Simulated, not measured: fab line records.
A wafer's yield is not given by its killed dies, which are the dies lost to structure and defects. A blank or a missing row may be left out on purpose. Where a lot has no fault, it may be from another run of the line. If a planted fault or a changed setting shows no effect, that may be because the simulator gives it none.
fab line records ; flow nandHarc
record: lots: 14; wafers: 42; lastDay: 34
route steps=1302 shown P_BONDPAD@371
lots with no fault: from the same line, run without faults
startH: the number of hours between the record's first day and the start of the first shown wafer of the lot ; waitH: hours from the lot's prior step to this one ; " the same as in the row above ; L1.1+2: one row covering several wafers at once ; - no value, or no start given ; * or withheld: withheld ; < > ~ a bound
route shown NAME@n: a module of which the file shows steps, and the number in the route of the first ; usual: mean/standard deviation taken from wafers without a fault ; same: alike in all rows ; chamber/n: place in a boat ; sites: per-site readings ; _std_site: standard deviation across them ; _edge_site: the outer-site mean with the inner-site mean subtracted ; radiusMm: how far each site lies from the wafer's centre ; mask NAME#n: copy n ; behind: the tool/chamber that last shaped the wafer ; hold: reason for holding the lot/hours on hold/outcome of the hold ; device: which transistor (n, p or np) failed to switch ; end of line: tests run on the same wafers once the route is complete ; a step without rows: its recipe alone ; killed: at the first sort, the dies lost to defects and structure; wafer yield is something else ; map: shows each die of a wafer: x if killed, . if not, _ if none is there
set.NAME: the run value of the setting; set.NAME@STEP: its run value at that earlier step ; model.NAME: the simulator's own value behind a step, which no gauge read
one table for each step of the route and one row for each wafer, over a sample of lots
services: when a tool's chamber went out of use (startH, in hours from the record's first day, below 0 if earlier), for how many hours, and the reason
== steps ==
step: NHARC_P_BONDPAD_STRIP_15
recipe: o2FlowSccm: 500; arFlowSccm: 0; biasW: 0; chemistry: O2
usual: drypumpMotorCurrentA: 5.6/0.65; oesProductAu: 0.998/0.0084; rfVppV: 58.1/0.86; showerheadPlenumPTorr: 3.65/0.096; throttleValvePct: 17.036/0.0092
lot.wafer;tool;chamber;startH;waitH;drypumpMotorCurrentA;oesProductAu;rfHoursCounterH;rfVppV;showerheadPlenumPTorr;throttleValvePct
L573.1;rieDiel-13;3;150.38;0.1;5.5;1.009;4.0;56.3;3.41;17.042
L573.4;rieDiel-13;0;150.38;0.1;6.5;1.000;3.9;56.9;3.57;17.051
L573.2;rieDiel-13;1;150.38;0.1;5.6;1.014;4.6;58.0;3.74;17.038
L572.1;rieDiel-07;3;151.87;0.1;6.3;1.005;2.2;58.5;3.59;17.036
L572.3;rieDiel-07;2;151.87;0.1;4.6;1.007;2.3;57.8;3.69;17.039
L572.4;rieDiel-07;2;151.87;0.1;4.6;1.000;-;58.3;3.69;17.022
L575.3;rieDiel-07;1;168.13;0.1;6.4;1.006;2.5;57.8;3.76;17.016
L575.1;rieDiel-07;3;168.13;0.1;6.3;0.987;2.8;56.9;3.59;17.028
L575.4;rieDiel-07;0;168.13;0.1;5.8;0.995;1.8;57.9;3.61;17.037
L574.2;rieDiel-09;3;168.59;0.1;5.9;1.004;0.3;57.7;3.68;17.035
L574.1;rieDiel-09;0;168.59;0.1;5.5;0.992;0.3;60.3;3.61;17.044
L574.6;rieDiel-09;1;168.59;0.1;5.2;0.993;-;57.9;3.77;17.040
L576.2;rieDiel-13;3;180.91;0.1;5.5;0.997;0.1;57.9;3.41;17.045
L576.3;rieDiel-13;2;180.91;0.1;4.7;0.995;0.1;56.8;3.52;17.036
L576.5;rieDiel-13;0;180.91;0.1;6.5;0.995;-;57.6;3.57;17.050
L577.4;rieDiel-07;3;195.06;0.1;6.3;0.989;5.3;58.1;3.59;17.043
L577.3;rieDiel-07;0;195.06;0.1;5.8;1.011;4.8;56.8;3.61;17.010
L577.6;rieDiel-07;2;195.06;0.1;4.6;1.004;-;57.6;3.69;17.038
L578.4;rieDiel-07;3;197.23;0.1;6.3;1.000;5.3;58.3;3.59;17.039
L578.6;rieDiel-07;1;197.23;0.1;6.4;1.008;-;59.2;3.75;17.032
L578.5;rieDiel-07;2;197.23;0.1;4.6;1.007;-;59.0;3.69;17.033
L580.2;rieDiel-07;2;216.71;0.1;4.6;0.998;5.7;57.7;3.69;17.044
L580.3;rieDiel-07;3;216.71;0.1;6.3;0.999;6.1;58.3;3.59;17.054
L580.5;rieDiel-07;2;216.71;0.1;4.6;0.998;-;57.2;3.69;17.027
L583.3;rieDiel-07;1;245.39;0.1;6.4;1.021;7.0;58.5;3.75;17.032
L583.2;rieDiel-07;3;245.39;0.1;6.3;1.004;7.9;58.6;3.59;17.022
L583.6;rieDiel-07;0;245.39;0.1;5.8;1.016;-;57.7;3.61;17.019
L589.3;rieDiel-13;2;311.24;0.1;4.7;1.003;3.3;58.5;3.52;17.039
L589.5;rieDiel-13;2;311.24;0.1;4.7;1.003;-;57.3;3.52;17.042
L589.6;rieDiel-13;3;311.24;0.1;5.5;1.000;-;57.5;3.41;17.036
L591.4;rieDiel-07;0;325.29;0.1;5.8;0.998;1.2;57.3;3.60;17.049
L591.2;rieDiel-07;1;325.29;0.1;6.4;1.021;0.6;58.3;3.75;17.023
L591.6;rieDiel-07;3;325.29;0.1;6.3;0.998;-;57.6;3.59;17.032
L593.1;rieDiel-07;0;342.73;0.1;5.8;0.997;3.3;58.0;3.60;17.026
L593.2;rieDiel-07;1;342.73;0.1;6.4;1.005;2.4;59.1;3.75;17.030
L593.5;rieDiel-07;2;342.73;0.1;4.6;0.988;-;58.6;3.68;17.043
L594.1;rieDiel-07;1;356.42;0.1;6.4;1.011;3.2;57.7;3.75;17.043
L594.3;rieDiel-07;0;356.42;0.1;5.9;0.995;4.1;58.7;3.60;17.044
L594.5;rieDiel-07;1;356.42;0.1;6.4;1.023;-;60.2;3.75;17.061
L595.3;rieDiel-07;0;371.38;0.1;5.8;0.998;5.5;60.2;3.60;17.044
L595.2;rieDiel-07;2;371.38;0.1;4.6;0.986;5.7;58.6;3.68;17.034
L595.6;rieDiel-07;1;371.38;0.1;6.4;0.997;-;58.1;3.75;17.028
step: NHARC_P_BONDPAD_ETCH_24
recipe: targetDepthA: 300; overEtchFrac: 0.3; timeS: 72.99; ionEnergyEv: 150; cf4FlowSccm: 50; n2FlowSccm: 100; arFlowSccm: 150; rfW: 300; biasW: 100; chemistry: CF4/N2
usual: drypumpMotorCurrentA: 5.6/0.64; oesProductAu: 1.000/0.008; rfFwdPowerW: 297.6/1.2; rfVppV: 315.7/1.3; showerheadPlenumPTorr: 2.71/0.072; throttleValvePct: 19.795/0.0089
same: overEtchFrac: 0.3
lot.wafer;tool;chamber;startH;waitH;drypumpMotorCurrentA;oesProductAu;rfFwdPowerW;rfHoursCounterH;rfVppV;showerheadPlenumPTorr;throttleValvePct
L573.4;rieDiel-13;3;150.53;-;5.5;1.000;299.8;4.0;312.2;2.54;19.787
L573.1;rieDiel-13;1;150.53;-;5.6;1.017;298.0;4.6;317.3;2.79;19.801
L573.2;rieDiel-13;2;150.53;-;4.7;1.002;298.2;4.6;314.6;2.62;19.783
L572.1;rieDiel-07;1;152.06;0.2;6.4;1.010;296.6;2.0;317.3;2.80;19.793
L572.3;rieDiel-07;2;152.06;0.2;4.6;0.988;296.1;2.3;315.7;2.75;19.795
L572.4;rieDiel-07;3;152.06;0.2;6.3;0.990;295.0;-;315.8;2.67;19.782
L575.4;rieDiel-07;1;168.28;-;6.4;1.005;295.5;2.5;316.7;2.80;19.786
L575.3;rieDiel-07;3;168.28;-;6.3;0.999;294.3;2.8;314.1;2.67;19.800
L575.1;rieDiel-07;0;168.28;-;5.8;0.993;299.0;1.8;316.0;2.69;19.783
L574.2;rieDiel-09;0;168.72;-;5.5;0.993;299.0;0.3;315.8;2.69;19.791
L574.1;rieDiel-09;1;168.72;-;5.2;1.009;299.2;0.3;316.9;2.81;19.788
L574.6;rieDiel-09;3;168.72;-;5.8;1.000;298.0;-;316.9;2.74;19.795
L576.2;rieDiel-13;0;181.07;-;6.5;0.998;298.8;0.1;314.1;2.66;19.801
L576.3;rieDiel-13;1;181.07;-;5.6;1.001;298.8;0.1;316.0;2.79;19.792
L576.5;rieDiel-13;1;181.07;-;5.6;1.002;297.2;-;316.5;2.79;19.785
L577.4;rieDiel-07;2;195.18;-;4.6;0.995;295.8;5.1;315.4;2.74;19.773
L577.3;rieDiel-07;0;195.18;-;5.8;0.995;297.7;4.9;316.9;2.69;19.798
L577.6;rieDiel-07;1;195.18;-;6.4;1.002;296.1;-;316.8;2.80;19.803
L578.4;rieDiel-07;2;197.37;-;4.6;0.991;297.3;5.2;316.4;2.74;19.815
L578.6;rieDiel-07;3;197.37;-;6.3;0.985;295.8;-;315.7;2.67;19.799
L578.5;rieDiel-07;0;197.37;-;5.8;0.996;299.8;-;315.7;2.69;19.808
L580.3;rieDiel-07;2;216.87;-;4.6;0.751;177.2;5.8;316.8;2.74;19.795
L580.2;rieDiel-07;3;216.87;-;6.3;0.743;175.3;6.1;315.5;2.67;19.785
L580.5;rieDiel-07;0;216.87;-;5.8;0.754;178.2;-;315.4;2.69;19.806
L583.2;rieDiel-07;0;245.53;-;5.8;0.752;178.2;7.4;315.1;2.69;19.806
L583.3;rieDiel-07;2;245.53;-;4.6;0.747;176.2;7.6;316.3;2.74;19.799
L583.6;rieDiel-07;0;245.53;-;5.8;0.752;178.9;-;316.3;2.69;19.781
L589.3;rieDiel-13;1;311.39;-;5.6;1.003;298.7;3.9;317.5;2.79;19.796
L589.6;rieDiel-13;1;311.39;-;5.6;0.999;297.7;-;318.0;2.79;19.810
L589.5;rieDiel-13;2;311.39;-;4.7;1.011;297.6;-;314.0;2.62;19.793
L591.4;rieDiel-07;1;325.41;-;6.4;1.001;296.3;0.6;317.4;2.80;19.798
L591.2;rieDiel-07;0;325.41;-;5.8;1.007;298.2;1.3;314.7;2.68;19.798
L591.6;rieDiel-07;2;325.41;-;4.6;0.998;297.5;-;316.3;2.74;19.805
L593.2;rieDiel-07;1;342.85;-;6.4;1.009;296.2;2.4;317.3;2.79;19.802
L593.1;rieDiel-07;2;342.85;-;4.6;0.998;296.3;3.5;316.3;2.74;19.787
L593.5;rieDiel-07;2;342.85;-;4.6;0.984;297.0;-;315.4;2.74;19.793
L594.1;rieDiel-07;0;356.58;-;5.8;1.004;298.2;4.1;315.2;2.68;19.798
L594.3;rieDiel-07;1;356.58;-;6.4;1.005;296.1;3.3;318.7;2.79;19.792
L594.5;rieDiel-07;0;356.58;-;5.8;1.013;298.1;-;313.5;2.68;19.792
L595.3;rieDiel-07;1;371.54;-;6.4;1.003;295.2;4.4;318.6;2.79;19.794
L595.2;rieDiel-07;2;371.54;-;4.6;0.981;296.5;5.7;314.6;2.74;19.795
L595.6;rieDiel-07;1;371.54;-;6.4;1.007;295.9;-;316.1;2.79;19.804
step: NHARC_P_BONDPAD_DEGAS_25
recipe: tempC: 300; timeS: 60
usual: heaterPowerW: 451/32
lot.wafer;tool;chamber;startH;waitH;heaterPowerW
L573.2;pvdSputter-03;-;150.93;-;421
L573.1;pvdSputter-03;-;150.93;-;512
L573.4;pvdSputter-03;-;150.93;-;514
L572.3;pvdSputter-02;-;152.46;-;436
L572.1;pvdSputter-02;-;152.46;-;402
L572.4;pvdSputter-02;-;152.46;-;422
L575.4;pvdSputter-03;-;168.68;-;490
L575.1;pvdSputter-03;-;168.68;-;456
L575.3;pvdSputter-03;-;168.68;-;518
L574.2;pvdSputter-02;-;169.10;-;424
L574.1;pvdSputter-02;-;169.10;-;426
L574.6;pvdSputter-02;-;169.10;-;438
L576.2;pvdSputter-02;-;181.48;-;495
L576.3;pvdSputter-02;-;181.48;-;424
L576.5;pvdSputter-02;-;181.48;-;422
L577.4;pvdSputter-03;-;195.59;-;438
L577.3;pvdSputter-03;-;195.59;-;513
L577.6;pvdSputter-03;-;195.59;-;440
L578.4;pvdSputter-02;-;197.76;-;417
L578.6;pvdSputter-02;-;197.76;-;429
L578.5;pvdSputter-02;-;197.76;-;448
L580.3;pvdSputter-03;-;217.27;-;517
L580.2;pvdSputter-03;-;217.27;-;442
L580.5;pvdSputter-03;-;217.27;-;459
L583.2;pvdSputter-01;-;245.93;-;412
L583.3;pvdSputter-01;-;245.93;-;395
L583.6;pvdSputter-01;-;245.93;-;470
L589.3;pvdSputter-03;-;311.81;-;453
L589.6;pvdSputter-03;-;311.81;-;515
L589.5;pvdSputter-03;-;311.81;-;439
L591.2;pvdSputter-01;-;325.80;-;396
L591.4;pvdSputter-01;-;325.80;-;398
L591.6;pvdSputter-01;-;325.80;-;468
L593.1;pvdSputter-03;-;343.25;-;462
L593.2;pvdSputter-03;-;343.25;-;443
L593.5;pvdSputter-03;-;343.25;-;463
L594.3;pvdSputter-02;-;357.00;-;458
L594.1;pvdSputter-02;-;357.00;-;471
L594.5;pvdSputter-02;-;357.00;-;440
L595.2;pvdSputter-03;-;371.93;-;427
L595.3;pvdSputter-03;-;371.93;-;502
L595.6;pvdSputter-03;-;371.93;-;431
== services ==
tool;chamber;startH;hours;kind
rieDiel-09;-;143.11;9.0;pm
pvdSputter-03;-;153.83;7.6;repair
rieDiel-13;-;165.00;9.0;pm
pvdSputter-03;-;170.00;10.0;pm
pvdSputter-02;-;182.06;2.1;repair
rieDiel-09;0;186.43;3.3;repair
pvdSputter-01;-;187.27;10.6;repair
rieDiel-13;-;212.48;3.7;repair
pvdSputter-03;-;222.02;7.3;repair
rieDiel-13;2;222.27;7.7;repair
pvdSputter-01;-;226.00;10.0;pm
rieDiel-07;1;228.39;4.5;repair
rieDiel-13;0;235.92;2.8;repair
rieDiel-09;1;236.67;3.8;repair
rieDiel-09;0;255.07;1.9;repair
rieDiel-07;-;274.55;0.6;repair
rieDiel-07;1;281.06;35.1;repair
pvdSputter-02;-;282.00;10.0;pm
rieDiel-13;3;293.07;2.7;repair
rieDiel-07;-;294.21;9.0;pm
rieDiel-13;1;301.11;6.9;repair
pvdSputter-03;-;316.63;3.9;repair
rieDiel-13;-;342.00;9.0;pm
pvdSputter-03;-;348.00;10.0;pm
== key ==
firstSign: step: NHARC_P_BONDPAD_ETCH_24; reading: rfFwdPowerW; direction: down; sigmas: 98; usual: *; struck: *
effect: step: NHARC_P_BONDPAD_ETCH_24; reading: oesProductAu; direction: down; sigmas: 31; usual: 1.000; struck: 0.750
metAt NHARC_P_BONDPAD_ETCH_24
struckLots L580,L583
laterRowsLeftOut L580.2,L580.3,L580.5,L583.2,L583.3,L583.6
sortLeftOut L580.2,L580.3,L580.5,L583.2,L583.3,L583.6
notActingAt NHARC_P_BONDPAD_STRIP_15,NHARC_P_BONDPAD_DEGAS_25
onsetBetween 197.37 216.87
fault: kind: processParameterDrift; tool: rieDiel-07; chamber: -; onsetH: 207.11; steps: NHARC_P_BONDPAD_ETCH_24; channel: rfW; offset: *; shape: step; endH: 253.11; actsIn: *; stated: *
sortLeftOut: the simulated sort isn't trusted on such a fault, so these wafers' sort isn't shown, and their yield isn't known
laterRowsLeftOut: the simulator's readings of these wafers behind a module that went badly wrong aren't trusted and aren't shown, but for the sort
